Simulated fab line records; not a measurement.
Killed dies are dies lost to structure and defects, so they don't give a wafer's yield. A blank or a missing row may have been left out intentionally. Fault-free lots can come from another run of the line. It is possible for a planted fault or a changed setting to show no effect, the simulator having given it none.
Matching of chambers / flow n5_finfet / N5_HKMG_FIN_CMP_23 on cmp-01: 4 sister chambers
The step polishes, stops on SiNx, t overpolish 10 s, target thk 46.326 nm. 8 wafers are shown with their chamber, then 11 later ones without.

## WAFERS WITH THEIR CHAMBER
wafer=L085.3; chamber=1; motor_current_A (A)=10.2; time_to_endpoint_s (s)=6.7
wafer=L085.6; chamber=0; motor_current_A (A)=14.2; time_to_endpoint_s (s)=8.4
wafer=L087.3; chamber=3; motor_current_A (A)=10.7; time_to_endpoint_s (s)=9.5
wafer=L087.5; chamber=2; motor_current_A (A)=13.9; time_to_endpoint_s (s)=12.6
wafer=L089.1; chamber=2; motor_current_A (A)=15.1; time_to_endpoint_s (s)=12.6
wafer=L089.3; chamber=3; motor_current_A (A)=11.5; time_to_endpoint_s (s)=7.7
wafer=L089.4; chamber=0; motor_current_A (A)=14.6; time_to_endpoint_s (s)=8.4
wafer=L090.1; chamber=1; motor_current_A (A)=10.8; time_to_endpoint_s (s)=12.3

## WAFERS WITH NO CHAMBER GIVEN
wafer=L090.2; motor_current_A (A)=14.8; time_to_endpoint_s (s)=13.5
wafer=L090.6; motor_current_A (A)=10.2; time_to_endpoint_s (s)=10.3
wafer=L092.1; motor_current_A (A)=10.6; time_to_endpoint_s (s)=8.6
wafer=L092.3; motor_current_A (A)=14.3; time_to_endpoint_s (s)=13.7
wafer=L092.6; motor_current_A (A)=10.8; time_to_endpoint_s (s)=13.2
wafer=L094.2; motor_current_A (A)=11.1; time_to_endpoint_s (s)=12.5
wafer=L094.3; motor_current_A (A)=10.2; time_to_endpoint_s (s)=11.2
wafer=L094.6; motor_current_A (A)=13.9; time_to_endpoint_s (s)=10.6
wafer=L097.3; motor_current_A (A)=10.4; time_to_endpoint_s (s)=10.0
wafer=L097.5; motor_current_A (A)=15.5; time_to_endpoint_s (s)=11.4
wafer=L097.6; motor_current_A (A)=10.9; time_to_endpoint_s (s)=12.3

## WHICH CHAMBER EACH ONE RAN IN
wafer=L090.2; from the rows above=can't be placed: 2 or 0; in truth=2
wafer=L090.6; from the rows above=can't be placed: 1 or 3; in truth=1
wafer=L092.1; from the rows above=can't be placed: 1 or 3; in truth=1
wafer=L092.3; from the rows above=can't be placed: 2 or 0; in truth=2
wafer=L092.6; from the rows above=can't be placed: 1 or 3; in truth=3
wafer=L094.2; from the rows above=can't be placed: 1 or 3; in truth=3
wafer=L094.3; from the rows above=can't be placed: 1 or 3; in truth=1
wafer=L094.6; from the rows above=can't be placed: 0 or 2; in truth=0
wafer=L097.3; from the rows above=can't be placed: 1 or 3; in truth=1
wafer=L097.5; from the rows above=can't be placed: 2 or 0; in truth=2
wafer=L097.6; from the rows above=can't be placed: 1 or 3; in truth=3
Correctly placed: 0 of 11. These rows do not allow placing 11 (true chamber among the candidates in 11). Wrongly placed: 0.
How it was worked out, from the rows above alone: a wafer's distance from a chamber is the root of the sum, over the readings, of the square of ((its reading less the chamber's mean) divided by the reading's scatter). The wafer belongs to the nearest chamber; if the next one is less than 2 further off, it can't be placed. Each chamber's mean is taken over the wafers shown for it. The scatter is the square root of a quotient: the sum, over the shown wafers, of each reading's squared deviation from its chamber's mean, divided by wafers minus chambers.
